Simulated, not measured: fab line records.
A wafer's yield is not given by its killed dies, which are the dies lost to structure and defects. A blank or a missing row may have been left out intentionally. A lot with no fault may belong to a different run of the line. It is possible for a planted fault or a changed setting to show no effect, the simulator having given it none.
fab line records	flow n5_finfet
record: lots: 24	wafers: 72	last_day: 17
route steps=1938 shown ILD0@346 SDB@357 HKMG_FIN@398
lots that met no fault: from a run of the same line without faults
start_h: hours from the record's first day to the start of the lot's first wafer shown	wait_h: time in hours since the lot's previous step	" unchanged from the row above	L1.1+2: several wafers, shown together as one row	- either no value or no given start	* or withheld: withheld	< > ~ a bound
route shown NAME@n: names a module that has steps shown in the file, with the first one's number in the route	usual: mean/standard deviation taken from wafers without a fault	same: alike in all rows	chamber/n: place in a boat	sites: each site's reading	_std_site: standard deviation of those values	_edge_site: the outer-site mean with the inner-site mean subtracted	radius_mm: for every site, how far away it sits from the centre of the wafer	mask NAME#n: copy n	behind: the most recent tool/chamber to have shaped the wafer	hold: cause of the lot's hold/its duration in hours/its outcome	device: whichever transistor did not switch (one of n, p or np)	end of line: the tests these same wafers got at the end of their route	for a step that has no rows: nothing shown but its recipe	killed: at the first sort, the dies lost to defects and structure; wafer yield is something else	map: shows each die of a wafer: x if killed, . if not, _ if none is there
set.NAME: the setting the step ran with; set.NAME@STEP: the setting that earlier step ran with	model.NAME: the simulator's own value behind a step, which no gauge read
route steps across a sampled set of lots; one table per step, one row per wafer
services: the hour from which a tool's chamber was out of use, counted from the record's first day as start_h (under 0 if before that day), plus the number of hours and why
== steps ==
step: N5_ILD0_INSPECT_06
recipe: inspect_instrument: darkfield	mode: post_cmp
usual: raw_defect_count: 34/17
lot.wafer	tool	chamber	start_h	wait_h	raw_defect_count
L074.2	defect_inspect-01	-	64.38	0.0	40
L074.3	"	-	"	"	66
L074.5	"	-	"	"	38
L075.2	defect_inspect-01	-	69.15	0.0	66
L075.3	"	-	"	"	42
L075.4	"	-	"	"	47
L076.1	defect_inspect-01	-	77.74	0.0	14
L076.2	"	-	"	"	26
L076.5	"	-	"	"	19
L077.1	defect_inspect-01	-	82.91	0.0	41
L077.2	"	-	"	"	25
L077.3	"	-	"	"	40
L078.2	defect_inspect-02	-	88.30	0.0	23
L078.3	"	-	"	"	44
L078.6	"	-	"	"	39
L079.1	defect_inspect-02	-	94.58	0.0	60
L079.4	"	-	"	"	67
L079.5	"	-	"	"	51
L080.2	defect_inspect-02	-	101.05	0.0	27
L080.3	"	-	"	"	32
L080.6	"	-	"	"	34
L081.1	defect_inspect-01	-	106.92	0.0	29
L081.3	"	-	"	"	28
L081.6	"	-	"	"	27
L082.2	defect_inspect-02	-	111.33	0.0	68
L082.3	"	-	"	"	43
L082.5	"	-	"	"	30
L083.1	defect_inspect-01	-	117.97	0.0	35
L083.2	"	-	"	"	22
L083.6	"	-	"	"	58
L084.2	defect_inspect-02	-	127.21	0.0	30
L084.3	"	-	"	"	13
L084.6	"	-	"	"	22
L085.1	defect_inspect-01	-	131.04	0.0	22
L085.2	"	-	"	"	19
L085.3	"	-	"	"	14
L086.3	defect_inspect-02	-	141.14	0.0	32
L086.5	"	-	"	"	33
L086.6	"	-	"	"	13
L087.3	defect_inspect-01	-	146.60	0.0	16
L087.4	"	-	"	"	21
L087.5	"	-	"	"	11
L088.1	defect_inspect-01	-	147.60	0.0	20
L088.4	"	-	"	"	14
L088.5	"	-	"	"	24
L089.1	defect_inspect-01	-	155.48	0.0	12
L089.2	"	-	"	"	30
L089.6	"	-	"	"	18
L090.3	defect_inspect-01	-	159.56	0.0	24
L090.4	"	-	"	"	18
L090.5	"	-	"	"	34
L091.2	defect_inspect-02	-	165.52	0.0	78
L091.3	"	-	"	"	63
L091.6	"	-	"	"	56
L092.1	defect_inspect-02	-	171.22	0.0	38
L092.2	"	-	"	"	43
L092.5	"	-	"	"	26
L093.1	defect_inspect-01	-	179.68	0.0	32
L093.2	"	-	"	"	33
L093.5	"	-	"	"	13
L094.1	defect_inspect-01	-	182.49	0.0	44
L094.2	"	-	"	"	29
L094.4	"	-	"	"	32
L095.1	defect_inspect-02	-	190.60	0.0	51
L095.3	"	-	"	"	106
L095.6	"	-	"	"	24
L096.2	defect_inspect-02	-	196.80	0.0	29
L096.5	"	-	"	"	43
L096.6	"	-	"	"	19
L097.1	defect_inspect-02	-	203.36	0.0	31
L097.4	"	-	"	"	12
L097.6	"	-	"	"	34
step: N5_SDB_OVL_MEAS_12
recipe: points_per_wafer: 44
usual: SDB_OVL: 0.7/0.68
lot.wafer	tool	chamber	start_h	wait_h	SDB_OVL[nm]
L074.2	overlay-01	0	64.90	0.0	0.9
L074.3	"	0	"	"	0.9
L074.5	"	0	"	"	0.0
L075.2	overlay-02	0	69.67	0.0	1.7
L075.3	"	0	"	"	2.2
L075.4	"	0	"	"	1.9
L076.1	overlay-02	0	78.25	0.0	0.5
L076.2	"	0	"	"	0.7
L076.5	"	0	"	"	0.0
L077.1	overlay-01	0	83.43	0.0	0.5
L077.2	"	0	"	"	-0.1
L077.3	"	0	"	"	1.3
L078.2	overlay-01	0	88.82	0.0	0.6
L078.3	"	0	"	"	0.8
L078.6	"	0	"	"	1.4
L079.1	overlay-01	0	94.97	0.0	1.1
L079.4	"	0	"	"	1.6
L079.5	"	0	"	"	2.4
L080.2	overlay-02	0	101.44	0.0	0.5
L080.3	"	0	"	"	0.5
L080.6	"	0	"	"	1.0
L081.1	overlay-02	0	107.31	0.0	1.3
L081.3	"	0	"	"	0.3
L081.6	"	0	"	"	0.6
L082.2	overlay-02	0	111.88	0.0	0.1
L082.3	"	0	"	"	0.4
L082.5	"	0	"	"	0.0
L083.1	overlay-01	0	118.37	0.0	-0.6
L083.2	"	0	"	"	-0.1
L083.6	"	0	"	"	0.3
L084.2	overlay-01	0	127.63	0.1	-0.2
L084.3	"	0	"	"	0.3
L084.6	"	0	"	"	0.1
L085.1	overlay-01	0	131.55	0.0	0.7
L085.2	"	0	"	"	0.4
L085.3	"	0	"	"	-0.5
L086.3	overlay-02	0	141.54	0.0	0.8
L086.5	"	0	"	"	0.4
L086.6	"	0	"	"	-0.1
L087.3	overlay-01	0	146.99	0.0	1.3
L087.4	"	0	"	"	0.9
L087.5	"	0	"	"	0.5
L088.1	overlay-01	0	148.12	0.0	-0.7
L088.4	"	0	"	"	0.4
L088.5	"	0	"	"	0.5
L089.1	overlay-02	0	155.88	0.0	1.6
L089.2	"	0	"	"	1.4
L089.6	"	0	"	"	1.6
L090.3	overlay-02	0	160.07	0.0	0.8
L090.4	"	0	"	"	0.9
L090.5	"	0	"	"	0.6
L091.2	overlay-02	0	166.04	0.0	2.0
L091.3	"	0	"	"	0.8
L091.6	"	0	"	"	1.2
L092.1	overlay-02	0	171.74	0.0	1.4
L092.2	"	0	"	"	0.7
L092.5	"	0	"	"	1.0
L093.1	overlay-02	0	180.08	0.0	1.5
L093.2	"	0	"	"	0.3
L093.5	"	0	"	"	0.9
L094.1	overlay-01	0	182.88	0.0	1.2
L094.2	"	0	"	"	0.3
L094.4	"	0	"	"	1.0
L095.1	overlay-01	0	191.00	0.0	-0.1
L095.3	"	0	"	"	0.4
L095.6	"	0	"	"	0.5
L096.2	overlay-01	0	197.32	0.0	-0.4
L096.5	"	0	"	"	1.1
L096.6	"	0	"	"	1.5
L097.1	overlay-02	0	203.75	0.0	0.9
L097.4	"	0	"	"	1.3
L097.6	"	0	"	"	0.5
step: N5_SDB_STRIP_21
recipe: chemistry: CF4	resist: SiARC	power_w: 300	bias_power_w: 75	pressure_mtorr: 50	cf4_flow_sccm: 150	rf_frequency_hz: 6e+07
usual: drypump_motor_current_A: 5.6/0.31	oes_product_au: 0.74/0.048	rf_vpp_V: 271.2/1.4	showerhead_plenum_p_Torr: 1.80/0.058	throttle_valve_pct: 13.70/0.2
lot.wafer	tool	chamber	start_h	wait_h	drypump_motor_current_A	oes_product_au	rf_hours_counter_h	rf_vpp_V	showerhead_plenum_p_Torr	throttle_valve_pct
L074.2	rie_diel-03	3	65.16	0.0	5.9	0.93	13	275.6	1.91	13.37
L074.3	"	1	"	"	5.3	0.72	152	272.6	1.87	13.58
L074.5	"	3	"	"	5.9	0.92	-	273.6	1.91	13.37
L075.2	rie_diel-06	0	69.94	0.0	5.8	0.76	136	272.4	1.86	13.59
L075.3	"	1	"	"	5.4	0.76	162	271.3	1.79	13.79
L075.4	"	3	"	"	5.2	0.76	137	270.9	1.73	13.36
L076.1	rie_diel-06	2	78.52	0.0	6.3	0.72	219	270.2	1.71	13.88
L076.2	"	1	"	"	5.4	0.75	166	271.5	1.79	13.82
L076.5	"	3	"	"	5.2	0.75	-	269.3	1.73	13.37
L077.1	rie_diel-02	1	83.70	0.0	5.9	0.74	180	272.7	1.87	13.86
L077.2	"	3	"	"	5.6	0.75	173	270.3	1.79	14.03
L077.3	"	2	"	"	5.4	0.73	189	270.4	1.79	13.60
L078.2	rie_diel-06	3	89.09	0.0	5.2	0.74	144	270.4	1.73	13.37
L078.3	"	1	"	"	5.4	0.75	170	270.3	1.79	13.83
L078.6	"	1	"	"	5.4	0.75	-	269.6	1.79	13.83
L079.1	rie_diel-03	1	95.24	0.0	5.3	0.72	161	272.6	1.87	13.62
L079.4	"	3	"	"	5.9	0.90	23	273.5	1.91	13.40
L079.5	"	1	"	"	5.3	0.71	-	273.0	1.87	13.61
L080.2	rie_diel-03	2	101.71	0.0	6.1	0.72	195	271.2	1.80	13.57
L080.3	"	0	"	"	5.6	0.78	122	270.5	1.73	13.56
L080.6	"	1	"	"	5.3	0.71	-	273.0	1.87	13.63
L081.1	rie_diel-06	0	107.58	0.0	5.8	0.75	149	272.3	1.86	13.63
L081.3	"	1	"	"	5.4	0.74	177	270.9	1.78	13.83
L081.6	"	3	"	"	5.2	0.75	-	271.0	1.73	13.39
L082.2	rie_diel-06	3	112.19	0.0	5.2	0.74	151	269.1	1.73	13.39
L082.3	"	2	"	"	6.2	0.69	230	269.5	1.71	13.92
L082.5	"	0	"	"	5.8	0.75	-	272.9	1.86	13.63
L083.1	rie_diel-02	0	118.76	0.0	5.6	0.71	195	271.0	1.80	13.68
L083.2	"	2	"	"	5.5	0.72	201	272.1	1.79	13.64
L083.6	"	2	"	"	5.4	0.72	-	269.5	1.79	13.63
L084.2	rie_diel-06	2	127.90	0.0	6.2	0.70	236	269.8	1.71	13.93
L084.3	"	1	"	"	5.4	0.75	184	270.8	1.78	13.87
L084.6	"	2	"	"	6.2	0.70	-	269.2	1.71	13.91
L085.1	rie_diel-03	2	131.82	0.0	6.1	0.71	205	271.0	1.79	13.58
L085.2	"	0	"	"	5.5	0.78	132	269.9	1.73	13.58
L085.3	"	1	"	"	5.3	0.71	172	272.7	1.86	13.62
L086.3	rie_diel-02	2	141.82	0.0	5.4	0.71	210	271.2	1.78	13.67
L086.5	"	1	"	"	5.9	0.73	-	272.2	1.87	13.90
L086.6	"	0	"	"	5.5	0.71	-	270.6	1.80	13.70
L087.3	rie_diel-06	0	147.26	0.0	5.8	0.74	165	273.7	1.85	13.67
L087.4	"	1	"	"	5.4	0.74	192	271.0	1.78	13.88
L087.5	"	0	"	"	5.8	0.74	-	272.4	1.85	13.67
L088.1	rie_diel-02	2	148.97	0.0	5.4	0.71	212	270.2	1.78	13.67
L088.4	"	3	"	"	5.6	0.73	-	270.7	1.78	14.07
L088.5	"	2	"	"	5.4	0.72	-	271.4	1.78	13.66
L089.1	rie_diel-02	0	156.14	0.0	5.6	0.70	211	270.9	1.80	13.73
L089.2	"	2	"	"	5.4	0.72	215	272.2	1.78	13.67
L089.6	"	2	"	"	5.3	0.72	-	270.4	1.78	13.66
L090.3	rie_diel-06	2	160.34	0.0	6.3	0.69	248	270.0	1.71	13.94
L090.4	"	1	"	"	5.4	0.73	196	270.1	1.78	13.87
L090.5	"	3	"	"	5.2	0.74	-	269.2	1.72	13.40
L091.2	rie_diel-02	0	166.76	0.0	5.6	0.70	213	270.9	1.80	13.72
L091.3	"	1	"	"	5.9	0.71	209	272.6	1.86	13.91
L091.6	"	1	"	"	5.9	0.72	-	272.9	1.86	13.91
L092.1	rie_diel-06	3	172.01	0.0	5.2	0.73	163	270.6	1.72	13.43
L092.2	"	1	"	"	5.4	0.73	201	271.2	1.78	13.89
L092.5	"	1	"	"	5.4	0.73	-	271.5	1.78	13.90
L093.1	rie_diel-06	0	180.34	0.0	5.8	0.73	178	271.4	1.85	13.70
L093.2	"	1	"	"	5.4	0.73	205	272.0	1.78	13.90
L093.5	"	0	"	"	5.8	0.72	-	271.6	1.85	13.70
L094.1	rie_diel-06	1	183.15	0.0	5.4	0.72	207	271.1	1.78	13.89
L094.2	"	3	"	"	5.2	0.73	169	270.5	1.72	13.45
L094.4	"	0	"	"	5.8	0.73	-	272.7	1.85	13.70
L095.1	rie_diel-03	3	191.26	0.0	5.9	0.85	56	273.4	1.90	13.48
L095.3	"	2	"	"	6.1	0.70	225	270.6	1.79	13.62
L095.6	"	0	"	"	5.5	0.76	-	269.3	1.73	13.65
L096.2	rie_diel-02	1	198.03	0.0	5.9	0.71	220	272.5	1.86	13.94
L096.5	"	0	"	"	5.6	0.69	-	271.6	1.79	13.75
L096.6	"	3	"	"	5.6	0.71	-	270.7	1.78	14.10
L097.1	rie_diel-06	1	204.02	0.0	5.5	0.71	216	270.5	1.77	13.95
L097.4	"	3	"	"	5.2	0.73	177	268.7	1.72	13.46
L097.6	"	2	"	"	6.3	0.95	-	273.6	1.91	13.38
step: N5_HKMG_FIN_CD_MEAS_49
recipe: target_cd_nm: 202	landing_energy_ev: 500	detector: se_inlens	polarity: opening
usual: cd_nm: 202.1/0.7
same: landing_energy_ev: 500
lot.wafer	tool	chamber	start_h	wait_h	cd_nm
L074.2	cd_sem-01	0	70.42	-	201.1
L074.3	"	0	"	"	201.3
L074.5	"	0	"	"	200.9
L075.2	cd_sem-01	0	75.13	-	202.3
L075.3	"	0	"	"	200.8
L075.4	"	0	"	"	201.3
L076.1	cd_sem-02	0	83.84	-	203.0
L076.2	"	0	"	"	202.7
L076.5	"	0	"	"	202.8
L077.1	cd_sem-03	0	89.29	-	202.4
L077.2	"	0	"	"	203.2
L077.3	"	0	"	"	202.7
L078.2	cd_sem-03	0	94.80	-	202.5
L078.3	"	0	"	"	202.7
L078.6	"	0	"	"	202.4
L079.1	cd_sem-01	0	100.34	-	202.5
L079.4	"	0	"	"	201.3
L079.5	"	0	"	"	202.2
L080.2	cd_sem-02	0	106.98	-	203.2
L080.3	"	0	"	"	201.6
L080.6	"	0	"	"	202.7
L081.1	cd_sem-03	0	113.15	-	202.3
L081.3	"	0	"	"	201.9
L081.6	"	0	"	"	201.9
L082.2	cd_sem-01	0	117.43	-	201.0
L082.3	"	0	"	"	200.4
L082.5	"	0	"	"	200.9
L083.1	cd_sem-01	0	123.94	-	201.8
L083.2	"	0	"	"	202.0
L083.6	"	0	"	"	202.3
L084.2	cd_sem-02	0	132.96	-	201.5
L084.3	"	0	"	"	203.2
L084.6	"	0	"	"	201.7
L085.1	cd_sem-01	0	137.06	-	201.3
L085.2	"	0	"	"	202.0
L085.3	"	0	"	"	201.9
L086.3	cd_sem-01	0	146.94	-	203.3
L086.5	"	0	"	"	203.0
L086.6	"	0	"	"	201.7
L087.3	cd_sem-03	0	152.31	-	202.2
L087.4	"	0	"	"	202.4
L087.5	"	0	"	"	202.7
L088.1	cd_sem-01	0	154.74	-	201.8
L088.4	"	0	"	"	201.8
L088.5	"	0	"	"	201.9
L089.1	cd_sem-03	0	161.26	-	202.4
L089.2	"	0	"	"	202.5
L089.6	"	0	"	"	202.0
L090.3	cd_sem-02	0	165.68	-	201.8
L090.4	"	0	"	"	201.8
L090.5	"	0	"	"	200.8
L091.2	cd_sem-01	0	172.47	-	202.5
L091.3	"	0	"	"	202.3
L091.6	"	0	"	"	203.3
L092.1	cd_sem-02	0	177.61	-	202.5
L092.2	"	0	"	"	201.8
L092.5	"	0	"	"	201.9
L093.1	cd_sem-02	0	185.89	-	201.9
L093.2	"	0	"	"	201.9
L093.5	"	0	"	"	202.1
L094.1	cd_sem-02	0	189.12	-	202.5
L094.2	"	0	"	"	203.0
L094.4	"	0	"	"	202.3
L095.1	cd_sem-03	0	196.65	-	202.2
L095.3	"	0	"	"	202.9
L095.6	"	0	"	"	203.0
L096.2	cd_sem-02	0	203.33	-	202.1
L096.5	"	0	"	"	201.6
L096.6	"	0	"	"	201.6
L097.1	cd_sem-02	0	209.18	-	203.2
L097.4	"	0	"	"	202.6
L097.6	"	0	"	"	203.1
step: N5_HKMG_FIN_OVL_MEAS_50
recipe: points_per_wafer: 44
usual: NDIPOLE_OVL: 0.3/0.69
lot.wafer	tool	chamber	start_h	wait_h	NDIPOLE_OVL[nm]
L074.2	overlay-02	0	70.45	0.0	-0.6
L074.3	"	0	"	"	0.3
L074.5	"	0	"	"	-0.5
L075.2	overlay-01	0	75.16	0.0	0.6
L075.3	"	0	"	"	1.6
L075.4	"	0	"	"	0.6
L076.1	overlay-01	0	83.87	0.0	1.6
L076.2	"	0	"	"	0.1
L076.5	"	0	"	"	-0.1
L077.1	overlay-02	0	89.32	0.0	0.5
L077.2	"	0	"	"	-0.2
L077.3	"	0	"	"	-0.2
L078.2	overlay-02	0	94.83	0.0	0.1
L078.3	"	0	"	"	0.7
L078.6	"	0	"	"	-0.3
L079.1	overlay-01	0	100.37	0.0	0.3
L079.4	"	0	"	"	-0.6
L079.5	"	0	"	"	-0.5
L080.2	overlay-02	0	107.01	0.0	0.8
L080.3	"	0	"	"	0.8
L080.6	"	0	"	"	1.2
L081.1	overlay-01	0	113.18	0.0	1.0
L081.3	"	0	"	"	0.5
L081.6	"	0	"	"	-0.2
L082.2	overlay-02	0	117.46	0.0	-0.4
L082.3	"	0	"	"	-0.2
L082.5	"	0	"	"	0.4
L083.1	overlay-02	0	123.97	0.0	0.9
L083.2	"	0	"	"	0.8
L083.6	"	0	"	"	1.5
L084.2	overlay-01	0	132.99	0.0	0.7
L084.3	"	0	"	"	0.7
L084.6	"	0	"	"	0.8
L085.1	overlay-01	0	137.09	0.0	0.6
L085.2	"	0	"	"	-0.2
L085.3	"	0	"	"	-0.2
L086.3	overlay-02	0	146.97	0.0	-0.7
L086.5	"	0	"	"	0.6
L086.6	"	0	"	"	-0.7
L087.3	overlay-02	0	152.33	0.0	0.5
L087.4	"	0	"	"	-0.1
L087.5	"	0	"	"	0.2
L088.1	overlay-02	0	154.77	0.0	0.0
L088.4	"	0	"	"	0.6
L088.5	"	0	"	"	1.6
L089.1	overlay-01	0	161.29	0.0	1.1
L089.2	"	0	"	"	0.1
L089.6	"	0	"	"	-0.1
L090.3	overlay-01	0	165.71	0.0	0.9
L090.4	"	0	"	"	-0.8
L090.5	"	0	"	"	-0.3
L091.2	overlay-02	0	172.50	0.0	-0.3
L091.3	"	0	"	"	-0.3
L091.6	"	0	"	"	-0.9
L092.1	overlay-01	0	177.64	0.0	1.3
L092.2	"	0	"	"	1.4
L092.5	"	0	"	"	0.8
L093.1	overlay-01	0	185.92	0.0	-0.6
L093.2	"	0	"	"	0.3
L093.5	"	0	"	"	-0.5
L094.1	overlay-02	0	189.15	0.0	0.7
L094.2	"	0	"	"	0.7
L094.4	"	0	"	"	0.1
L095.1	overlay-01	0	196.68	0.0	0.2
L095.3	"	0	"	"	0.6
L095.6	"	0	"	"	0.6
L096.2	overlay-02	0	203.36	0.0	1.7
L096.5	"	0	"	"	0.4
L096.6	"	0	"	"	0.1
L097.1	overlay-01	0	209.21	0.0	-0.9
L097.4	"	0	"	"	1.0
L097.6	"	0	"	"	0.1
step: N5_HKMG_FIN_ALD_36
recipe: material: TiN	target_thk_a: 10	temp_c: 400	ald_precursor_family: TiCl4	ald_co_reactant: NH3	pulse_time_s: 1	purge_time_s: 3	co_reactant_purge_time_s: 2	co_reactant_pulse_time_s: 2	ald_cycles: 47	pressure_torr: 3
usual: chamber_pressure_Torr: 3.000/0.0071	heater_power_w: 868/80	precursor_pulse_height_rel: 0.997/0.02
lot.wafer	tool	chamber	start_h	wait_h	chamber_pressure_Torr	heater_power_w	precursor_pulse_height_rel
L074.2	ald_metal-04	3	72.64	0.0	2.986	790	1.009
L074.3	"	1	"	"	3.004	905	1.024
L074.5	"	3	"	"	2.998	824	0.994
L075.2	ald_metal-04	3	77.39	0.0	3.010	819	0.999
L075.3	"	2	"	"	3.013	833	1.012
L075.4	"	0	"	"	3.009	1028	0.958
L076.1	ald_metal-03	3	86.06	0.0	3.005	951	0.987
L076.2	"	2	"	"	2.997	658	1.010
L076.5	"	0	"	"	3.007	869	0.974
L077.1	ald_metal-04	1	91.50	0.0	3.001	917	1.009
L077.2	"	3	"	"	2.986	813	0.970
L077.3	"	2	"	"	2.993	825	1.003
L078.2	ald_metal-03	1	97.02	0.0	2.996	834	0.996
L078.3	"	3	"	"	3.001	941	1.008
L078.6	"	2	"	"	2.994	652	1.006
L079.1	ald_metal-01	1	102.55	0.0	2.992	889	0.990
L079.4	"	2	"	"	2.997	887	1.011
L079.5	"	1	"	"	3.001	881	0.976
L080.2	ald_metal-04	0	109.63	0.0	3.011	1019	0.962
L080.3	"	2	"	"	2.992	838	0.992
L080.6	"	1	"	"	2.996	908	0.964
L081.1	ald_metal-01	2	115.58	0.0	3.008	883	1.014
L081.3	"	3	"	"	3.012	805	1.000
L081.6	"	2	"	"	3.000	882	0.984
L082.2	ald_metal-03	0	119.71	0.0	3.007	864	1.033
L082.3	"	2	"	"	3.007	671	0.988
L082.5	"	1	"	"	3.010	845	0.995
L083.1	ald_metal-01	3	126.15	0.0	2.998	808	0.970
L083.2	"	2	"	"	2.999	893	1.022
L083.6	"	0	"	"	3.002	939	1.015
L084.2	ald_metal-04	2	135.22	0.0	3.003	822	1.001
L084.3	"	0	"	"	3.007	985	1.022
L084.6	"	0	"	"	3.007	1011	1.003
L085.1	ald_metal-03	0	139.33	0.0	3.000	877	0.969
L085.2	"	3	"	"	2.997	961	1.026
L085.3	"	2	"	"	3.007	668	0.985
L086.3	ald_metal-04	2	149.15	0.0	2.993	834	0.958
L086.5	"	2	"	"	3.001	806	1.012
L086.6	"	0	"	"	2.994	1015	1.019
L087.3	ald_metal-01	3	154.53	0.0	2.991	776	0.974
L087.4	"	1	"	"	2.982	868	0.970
L087.5	"	3	"	"	2.999	771	0.995
L088.1	ald_metal-04	2	157.09	0.0	2.993	829	0.985
L088.4	"	0	"	"	3.012	1002	0.968
L088.5	"	0	"	"	3.003	1003	0.982
L089.1	ald_metal-01	1	163.51	0.0	2.999	863	0.962
L089.2	"	2	"	"	2.998	898	0.979
L089.6	"	1	"	"	3.004	858	1.027
L090.3	ald_metal-03	0	167.89	0.0	3.005	854	1.020
L090.4	"	3	"	"	3.011	965	0.990
L090.5	"	1	"	"	3.003	842	0.962
L091.2	ald_metal-01	2	174.79	0.0	3.008	923	1.002
L091.3	"	1	"	"	2.991	879	0.994
L091.6	"	1	"	"	3.000	896	1.008
L092.1	ald_metal-04	0	179.96	0.0	2.996	1014	1.019
L092.2	"	2	"	"	3.004	826	1.013
L092.5	"	2	"	"	3.004	837	1.027
L093.1	ald_metal-01	0	188.11	0.0	2.990	965	1.022
L093.2	"	3	"	"	2.989	786	0.978
L093.5	"	1	"	"	3.009	883	1.026
L094.1	ald_metal-04	1	191.60	0.0	3.001	903	0.974
L094.2	"	0	"	"	3.001	988	0.951
L094.4	"	3	"	"	2.995	822	0.996
L095.1	ald_metal-04	0	198.98	0.0	2.998	996	0.995
L095.3	"	3	"	"	3.010	822	1.013
L095.6	"	2	"	"	3.004	840	0.990
L096.2	ald_metal-04	3	205.56	0.0	3.003	810	1.007
L096.5	"	2	"	"	3.011	811	1.018
L096.6	"	1	"	"	2.990	909	1.030
L097.1	ald_metal-04	0	211.53	0.0	3.002	991	1.016
L097.4	"	2	"	"	2.987	830	0.997
L097.6	"	2	"	"	2.985	819	0.990
== services ==
tool	chamber	start_h	hours	kind
ald_metal-01	-	47.83	1.8	repair
rie_diel-02	-	58.78	1.6	repair
rie_diel-02	2	69.19	10.5	repair
ald_metal-04	0	71.63	3.2	repair
rie_diel-06	3	119.33	22.6	repair
ald_metal-01	-	129.77	2.8	pm
rie_diel-02	1	146.47	3.9	repair
ald_metal-04	1	148.48	2.5	repair
ald_metal-01	0	152.00	28.8	repair
rie_diel-06	2	165.55	-	clean
rie_diel-06	2	165.55	-	consumable_replace:focus_ring
rie_diel-06	2	165.55	-	consumable_replace:showerhead
rie_diel-06	2	165.55	25.6	scheduled_down
rie_diel-06	2	165.55	25.6	vent_cycle
rie_diel-02	3	185.18	6.4	repair
ald_metal-01	-	190.92	8.7	pm
ald_metal-01	-	202.60	1.7	repair
ald_metal-01	2	210.73	4.0	repair
== key ==
fault none
